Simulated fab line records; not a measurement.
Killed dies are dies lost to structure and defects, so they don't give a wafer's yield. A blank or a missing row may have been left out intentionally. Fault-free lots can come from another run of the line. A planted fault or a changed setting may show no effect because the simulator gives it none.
fab line records	flow nandHarc
record: lots: 12	wafers: 36	lastDay: 24
route steps=1159 shown P_GATE@157 P_CONTACT@219 END@1159
lots with no fault: from the same line, run without faults
startH: hours from the record's opening day to when the first of the lot's shown wafers began	waitH: hours since the lot's step before	" unchanged from the row above	L1.1+2: one row covering several wafers at once	- either no value or no given start	* or withheld: withheld	< > ~ a bound
route shown NAME@n: NAME is a module with steps in the file, n the number in the route of the first one	usual: mean/standard deviation of fault-free wafers	same: alike in all rows	chamber/n: place in a boat	sites: the reading at each site	_std_site: how widely they spread, as a standard deviation	_edge_site: outer sites' mean less inner sites'	radiusMm: how far each site lies from the wafer's centre	mask NAME#n: copy n	behind: the tool/chamber that last shaped the wafer	hold: what put the lot on hold/how long, in hours/how the hold closed	device: which transistor (n, p or np) failed to switch	end of line: at the end of the route, the tests of the same wafers	a step with no rows: only its recipe	killed: dies that structure and defects cost at the first sort, which is not the same as the wafer's yield	map: dies across one wafer; x = killed, . = not, _ = none there
set.NAME: the run value of the setting; set.NAME@STEP: its run value at that earlier step	model.NAME: the simulator's own value behind a step, which no gauge read
a sample of lots followed through the steps of the route, with each step as a table and each wafer as a row
services: a tool's chamber out of use, with start hour (startH, from the record's first day; less than 0 if before it), hours out, and reason
== steps ==
step: NHARC_P_GATE_STRIP_101
recipe: timeS: 20	o2FlowSccm: 500	arFlowSccm: 0	biasW: 0	chemistry: O2
usual: drypumpMotorCurrentA: 5.7/0.47	oesProductAu: 1.004/0.013	rfVppV: 57.5/0.86	showerheadPlenumPTorr: 3.45/0.16	throttleValvePct: 17.037/0.0097
lot.wafer	tool	chamber	startH	waitH	drypumpMotorCurrentA	oesProductAu	rfHoursCounterH	rfVppV	showerheadPlenumPTorr	throttleValvePct
L923.2	rieDiel-10	0	99.35	0.1	5.7	1.019	20	56.2	3.51	17.026
L923.4	"	2	"	"	6.1	1.004	19	57.5	3.75	17.044
L923.1	"	3	"	"	5.2	0.994	15	56.9	3.47	17.032
L924.3	rieDiel-10	0	111.83	0.1	5.7	1.017	22	57.3	3.51	17.027
L924.1	"	2	"	"	6.0	0.998	22	57.8	3.74	17.034
L924.6	"	1	"	"	5.3	1.011	-	59.3	3.31	17.045
L925.4	rieDiel-11	0	113.83	0.2	6.9	0.998	32	57.0	3.29	17.029
L925.3	"	3	"	"	5.3	1.000	31	57.3	3.38	17.046
L925.6	"	0	"	"	6.9	0.998	-	56.6	3.29	17.034
L927.4	rieDiel-11	3	126.98	0.1	5.3	1.004	34	57.8	3.38	17.038
L927.2	"	1	"	"	5.5	0.997	33	57.4	3.35	17.051
L927.6	"	3	"	"	5.3	0.988	-	58.1	3.38	17.030
L928.1	rieDiel-11	2	140.42	0.3	6.1	1.010	33	57.9	3.34	17.035
L928.4	"	0	"	"	6.9	0.991	40	56.3	3.29	17.033
L928.6	"	1	"	"	5.5	0.990	-	57.1	3.35	17.040
L929.1	rieDiel-10	2	140.51	0.1	6.0	1.003	27	58.5	3.74	17.031
L929.5	"	1	"	"	5.3	1.019	-	57.6	3.31	17.040
L929.4	"	2	"	"	6.1	0.998	-	56.7	3.74	17.039
L931.3	rieDiel-10	3	152.90	0.1	5.3	1.001	21	58.7	3.47	17.035
L931.1	"	1	"	"	5.3	1.012	25	57.7	3.30	17.054
L931.6	"	3	"	"	5.2	0.999	-	57.6	3.47	17.015
L939.4	rieDiel-10	2	201.50	0.1	6.1	1.002	5	57.5	3.73	17.049
L939.2	"	3	"	"	5.2	1.023	5	57.6	3.46	17.034
L939.6	"	1	"	"	5.3	1.033	-	57.9	3.30	17.038
L941.2	rieDiel-10	0	210.96	0.1	5.7	1.018	7	57.9	3.49	17.034
L941.5	"	1	"	"	5.3	1.029	-	57.9	3.30	17.044
L941.6	"	2	"	"	6.1	0.997	-	57.2	3.73	17.057
L942.4	rieDiel-10	2	218.06	0.1	6.1	0.998	8	57.2	3.73	17.023
L942.6	"	3	"	"	5.2	1.023	-	57.7	3.46	17.029
L942.5	"	0	"	"	5.7	1.017	-	58.5	3.49	17.026
L944.4	rieDiel-11	0	228.75	0.2	6.8	0.984	10	59.0	3.80	17.043
L944.6	"	1	"	"	5.5	0.970	-	56.8	3.33	17.039
L944.5	"	2	"	"	6.1	1.013	-	57.0	3.33	17.033
L943.2	rieDiel-11	3	228.85	0.1	5.4	0.972	10	58.1	3.36	17.051
L943.1	"	1	"	"	5.5	0.984	11	56.4	3.33	17.028
L943.5	"	3	"	"	5.4	0.975	-	56.4	3.36	17.041
step: NHARC_P_GATE_INSPECT_68
usual: rawDefectCount: 230/98
lot.wafer	tool	chamber	startH	waitH	rawDefectCount
L923.1	defectInspect-01	-	107.77	0.2	214
L923.2	"	-	"	"	308
L923.4	"	-	"	"	189
L924.1	defectInspect-01	-	119.08	0.2	202
L924.3	"	-	"	"	161
L924.6	"	-	"	"	172
L925.3	defectInspect-02	-	121.98	0.1	135
L925.4	"	-	"	"	129
L925.6	"	-	"	"	139
L927.2	defectInspect-01	-	134.39	0.1	115
L927.4	"	-	"	"	141
L927.6	"	-	"	"	99
L928.1	defectInspect-02	-	147.97	0.2	93
L928.4	"	-	"	"	165
L928.6	"	-	"	"	169
L929.1	defectInspect-01	-	148.30	0.2	197
L929.4	"	-	"	"	326
L929.5	"	-	"	"	256
L931.1	defectInspect-02	-	160.60	0.2	492
L931.3	"	-	"	"	288
L931.6	"	-	"	"	289
L939.2	defectInspect-02	-	209.57	0.1	1065
L939.4	"	-	"	"	1090
L939.6	"	-	"	"	1062
L941.2	defectInspect-01	-	218.99	0.1	1226
L941.5	"	-	"	"	1102
L941.6	"	-	"	"	1117
L942.4	defectInspect-01	-	225.67	0.1	1147
L942.5	"	-	"	"	1233
L942.6	"	-	"	"	1128
L944.4	defectInspect-01	-	236.26	0.1	157
L944.5	"	-	"	"	199
L944.6	"	-	"	"	163
L943.1	defectInspect-02	-	237.01	0.2	354
L943.2	"	-	"	"	102
L943.5	"	-	"	"	249
step: NHARC_P_CONTACT_CMP_01
recipe: targetThkNm: 200	material: SiO2
usual: motorCurrentA: 12.0/1.4	slurryFlowMlMin: 150.0/0.47
lot.wafer	tool	chamber	startH	waitH	motorCurrentA	slurryFlowMlMin
L923.4	cmp-04	3	109.04	0.4	11.1	150.6
L923.1	"	1	"	"	10.1	150.0
L923.2	"	2	"	"	13.2	149.7
L924.3	cmp-04	1	119.86	-	10.2	150.1
L924.1	"	2	"	"	12.2	150.2
L924.6	"	1	"	"	10.3	148.8
L925.3	cmp-03	0	122.81	-	11.6	150.0
L925.4	"	2	"	"	10.5	149.8
L925.6	"	3	"	"	13.0	149.5
L927.4	cmp-04	2	135.18	-	12.7	150.9
L927.2	"	3	"	"	11.9	150.0
L927.6	"	2	"	"	12.3	150.2
L928.4	cmp-02	3	148.78	-	9.4	150.1
L928.1	"	1	"	"	13.7	150.0
L928.6	"	3	"	"	9.1	150.3
L929.4	cmp-04	3	149.10	-	11.9	149.8
L929.1	"	1	"	"	10.4	150.2
L929.5	"	2	"	"	13.4	149.9
L931.1	cmp-02	1	161.47	-	13.6	150.3
L931.3	"	2	"	"	12.1	149.7
L931.6	"	1	"	"	14.8	149.7
L939.2	cmp-02	1	210.55	-	13.1	150.0
L939.4	"	2	"	"	12.4	149.8
L939.6	"	0	"	"	11.6	149.5
L941.2	cmp-02	2	219.93	-	12.3	149.4
L941.6	"	1	"	"	13.7	150.2
L941.5	"	2	"	"	11.6	150.4
L942.4	cmp-03	3	226.52	-	13.2	150.1
L942.6	"	2	"	"	10.7	150.6
L942.5	"	3	"	"	13.1	150.3
L944.4	cmp-02	3	237.04	-	9.6	148.9
L944.5	"	3	"	"	9.4	149.2
L944.6	"	0	"	"	12.0	150.9
L943.1	cmp-02	2	238.03	-	12.1	149.7
L943.2	"	1	"	"	14.2	150.4
L943.5	"	3	"	"	9.6	150.3
step: NHARC_P_CONTACT_OVL_MEAS_13
usual: overlayXNm: 0.1/0.78	overlayYNm: 0.1/0.8
lot.wafer	tool	chamber	startH	waitH	overlayXNm	overlayYNm
L923.1	overlay-01	-	109.83	-	-0.1	0.5
L923.2	"	-	"	"	0.6	-0.2
L923.4	"	-	"	"	0.6	0.5
L924.1	overlay-01	-	120.65	-	1.7	-0.2
L924.3	"	-	"	"	1.8	-0.9
L924.6	"	-	"	"	2.4	-0.6
L925.3	overlay-02	-	123.70	-	-0.5	1.0
L925.4	"	-	"	"	-0.5	0.4
L925.6	"	-	"	"	-0.6	0.5
L927.2	overlay-01	-	135.97	-	1.4	0.1
L927.4	"	-	"	"	1.2	0.7
L927.6	"	-	"	"	1.6	0.7
L928.1	overlay-01	-	149.67	-	-1.2	1.8
L928.4	"	-	"	"	-0.8	1.1
L928.6	"	-	"	"	-1.1	1.3
L929.1	overlay-01	-	149.87	-	-0.4	0.2
L929.4	"	-	"	"	-0.1	-0.4
L929.5	"	-	"	"	0.1	0.1
L931.1	overlay-02	-	162.39	-	0.2	-0.8
L931.3	"	-	"	"	0.2	-0.6
L931.6	"	-	"	"	-0.1	-0.7
L939.2	overlay-01	-	211.34	-	0.1	-0.7
L939.4	"	-	"	"	0.0	-0.2
L939.6	"	-	"	"	0.1	-0.7
L941.2	overlay-02	-	220.70	-	0.5	-0.4
L941.5	"	-	"	"	0.8	-0.1
L941.6	"	-	"	"	0.7	0.5
L942.4	overlay-01	-	227.42	-	0.7	0.9
L942.5	"	-	"	"	0.3	0.8
L942.6	"	-	"	"	0.9	1.0
L944.4	overlay-01	-	237.96	-	-0.1	1.1
L944.5	"	-	"	"	0.2	0.2
L944.6	"	-	"	"	0.3	0.6
L943.1	overlay-02	-	238.83	-	0.2	-0.7
L943.2	"	-	"	"	-0.4	-0.8
L943.5	"	-	"	"	-0.3	-0.1
step: NHARC_P_CONTACT_ETCH_35
recipe: targetDepthA: 390	overEtchFrac: 0.3	timeS: 65	ionEnergyEv: 80	cf4FlowSccm: 150	arFlowSccm: 0	rfW: 300	biasW: 100	chemistry: CF4
usual: drypumpMotorCurrentA: 5.5/0.48	oesProductAu: 1.000/0.0099	rfVppV: 151.5/1.2	showerheadPlenumPTorr: 1.78/0.074	throttleValvePct: 13.284/0.0086
same: overEtchFrac: 0.3
lot.wafer	tool	chamber	startH	waitH	drypumpMotorCurrentA	oesProductAu	rfHoursCounterH	rfVppV	showerheadPlenumPTorr	throttleValvePct
L923.1	rieDiel-12	2	110.01	0.1	6.0	0.997	7	152.9	1.80	13.297
L923.4	"	3	"	"	4.8	0.999	6	148.8	1.66	13.297
L923.2	"	1	"	"	5.5	0.989	7	150.8	1.74	13.300
L924.1	rieDiel-06	3	120.83	0.1	5.4	0.997	6	152.0	1.78	13.290
L924.3	"	1	"	"	5.4	0.984	6	151.5	1.80	13.288
L924.6	"	3	"	"	5.4	0.986	-	151.8	1.78	13.284
L925.4	rieDiel-06	0	123.90	0.1	5.0	1.011	3	151.9	1.72	13.275
L925.3	"	1	"	"	5.4	0.985	6	151.9	1.80	13.287
L925.6	"	3	"	"	5.4	0.986	-	151.5	1.78	13.294
L927.2	rieDiel-12	2	136.18	0.1	6.0	1.006	9	151.6	1.80	13.285
L927.6	"	0	"	"	5.8	0.994	-	153.1	1.87	13.291
L927.4	"	2	"	"	6.0	1.005	-	150.9	1.80	13.295
L928.1	rieDiel-12	1	149.86	0.1	5.4	0.978	10	150.5	1.74	13.293
L928.4	"	2	"	"	6.0	0.981	12	152.7	1.80	13.293
L928.6	"	3	"	"	4.8	1.009	-	149.8	1.66	13.270
L929.1	rieDiel-06	3	150.05	0.1	5.4	0.996	10	153.0	1.78	13.273
L929.4	"	1	"	"	5.4	0.986	10	149.9	1.80	13.278
L929.5	"	3	"	"	5.4	0.990	-	151.0	1.78	13.281
L931.3	rieDiel-12	3	162.59	0.1	4.8	1.005	11	149.9	1.66	13.292
L931.1	"	0	"	"	5.8	0.999	12	152.7	1.87	13.290
L931.6	"	1	"	"	5.4	0.997	-	151.5	1.74	13.281
L939.4	rieDiel-02	1	211.53	0.1	6.6	1.004	19	152.3	1.85	13.290
L939.2	"	2	"	"	6.8	0.989	19	151.1	1.81	13.272
L939.6	"	3	"	"	5.5	1.023	-	151.3	1.72	13.289
L941.2	rieDiel-12	0	220.89	0.1	5.9	1.003	1	153.2	1.87	13.289
L941.5	"	3	"	"	4.8	1.001	-	151.0	1.66	13.285
L941.6	"	0	"	"	5.8	1.017	-	151.5	1.87	13.277
L942.4	rieDiel-06	3	227.61	0.1	5.4	0.992	20	151.1	1.78	13.287
L942.5	"	2	"	"	5.8	0.987	-	151.8	1.87	13.284
L942.6	"	3	"	"	5.4	0.991	-	151.5	1.78	13.297
L944.4	rieDiel-12	0	238.14	0.1	5.9	1.030	2	151.1	1.87	13.289
L944.5	"	0	"	"	5.9	1.017	-	151.7	1.87	13.287
L944.6	"	1	"	"	5.4	0.992	-	149.7	1.74	13.287
L943.2	rieDiel-06	1	239.02	0.1	5.5	0.991	22	150.9	1.79	13.282
L943.1	"	3	"	"	5.4	0.986	21	152.0	1.77	13.285
L943.5	"	2	"	"	5.8	1.008	-	152.2	1.87	13.307
step: NHARC_END_SORT_01
recipe: tempC: 25
usual: defectLimitedYield: 95.5/1.3	killedAtArray: 26/8.4	killedAtOther: 0.7/0.97	killedAtPeriphery: 3.2/2.2	killedDies: 30/8.5	killedOpen: 3.4/2	killedShort: 2/1.3	sort_bin_2_pct: 1.5/0.52	sort_bin_3_pct: 0.21/0.18	sort_bin_4_pct: 2.8/0.91	sortNPass: 647/8.5	sortRimYieldPct: 94.8/2.7	sortYieldPct: 95.5/1.3
same: grossDies: 677	sort_bin_5_pct[%]: 0	sort_bin_6_pct[%]: 0	sort_bin_7_pct[%]: 0	sort_bin_8_pct[%]: 0	sortRimNGross: 106.00
lot.wafer	tool	chamber	startH	waitH	defectLimitedYield[%]	killedAtArray	killedAtOther	killedAtPeriphery	killedDies	killedOpen	killedShort	sort_bin_2_pct[%]	sort_bin_3_pct[%]	sort_bin_4_pct[%]	sortNPass	sortRimYieldPct[%]	sortYieldPct[%]
L931.1	prober-02	0	497.51	2.5	95.3	30	0	2	32	5	2	1.9	0.15	2.7	645	93.4	95.3
L931.3	prober-02	0	499.11	3.1	95.1	26	1	6	33	8	2	0.9	0.15	3.8	644	95.3	95.1
L931.6	prober-02	0	501.51	4.0	96.0	26	0	1	27	3	1	1.5	0.15	2.4	650	92.5	96.0
killed by level:class
L931.1 A_SLIT:chamberFilmFlake=15 A_STAIRCASE:chamberFilmFlake=6 A_CHANNEL_HOLE_D1:chamberFilmFlake=3 P_CONTACT:geometricParticle:open=1 A_ONON_D1:geometricParticle:open=1 A_ONON_D1:geometricParticle:short=1 A_CHANNEL_FILL_D1:geometricParticle:open=1 A_WL_FILL:geometricParticle:open=1
L931.3 A_SLIT:chamberFilmFlake=13 A_CHANNEL_HOLE_D1:chamberFilmFlake=6 P_GATE:geometricParticle:open=2 P_GATE:geometricParticle:short=1 P_CONTACT:geometricParticle:open=1 P_M0:geometricParticle:open=1 A_ONON_D1:geometricParticle:open=1 A_CHANNEL_FILL_D1:geometricParticle:open=1
L931.6 A_STAIRCASE:chamberFilmFlake=9 A_SLIT:chamberFilmFlake=9 A_CONTACT:chamberFilmFlake=3 A_CHANNEL_FILL_D1:geometricParticle:short=1 A_SGD_CUT:geometricParticle:open=1 A_BLC:geometricParticle:open=1 A_M0:geometricParticle:open=1 P_STI:chamberFilmFlake=1
== services ==
tool	chamber	startH	hours	kind
cmp-04	-	78.85	0.9	repair
rieDiel-06	2	83.73	9.7	repair
cmp-02	-	84.94	0.7	repair
rieDiel-11	1	86.85	8.8	repair
cmp-04	-	90.91	6.2	repair
rieDiel-06	-	93.00	0.3	repair
rieDiel-10	0	94.85	4.2	repair
cmp-03	-	98.47	0.6	repair
rieDiel-12	3	100.37	3.9	repair
cmp-04	-	105.00	4.0	pm
rieDiel-12	1	117.55	19.1	repair
rieDiel-10	-	117.58	0.2	repair
rieDiel-10	3	127.17	16.4	repair
cmp-02	-	129.28	4.0	pm
cmp-04	-	147.09	1.5	repair
rieDiel-10	2	163.75	5.6	repair
rieDiel-10	1	164.87	9.6	repair
rieDiel-10	-	176.50	9.0	pm
rieDiel-11	2	185.50	4.2	repair
rieDiel-11	-	191.18	9.0	pm
cmp-04	-	196.44	32.6	repair
rieDiel-12	-	202.47	9.0	pm
rieDiel-10	2	225.95	9.4	repair
cmp-02	-	227.28	4.0	pm
== key ==
firstSign: step: NHARC_P_GATE_INSPECT_68	reading: rawDefectCount	direction: up	sigmas: 9.2	usual: 230	struck: 1130
effect none on later readings
metAt NHARC_P_GATE_STRIP_101
struckLots L939,L941,L942
rowsEnd L939.2,L939.4,L939.6,L941.2,L941.5,L941.6,L942.4,L942.5,L942.6
notActingAt NHARC_P_CONTACT_CMP_01,NHARC_P_CONTACT_OVL_MEAS_13,NHARC_P_CONTACT_ETCH_35
onsetBetween 152.90 201.50
fault: kind: chamberParticleSource	tool: rieDiel-10	chamber: -	onsetH: 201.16	steps: NHARC_P_GATE_STRIP_101	ratePerVisitCm2: 1.4883
rowsEnd: these wafers met a further fault down the route, and their rows from its step on are left out
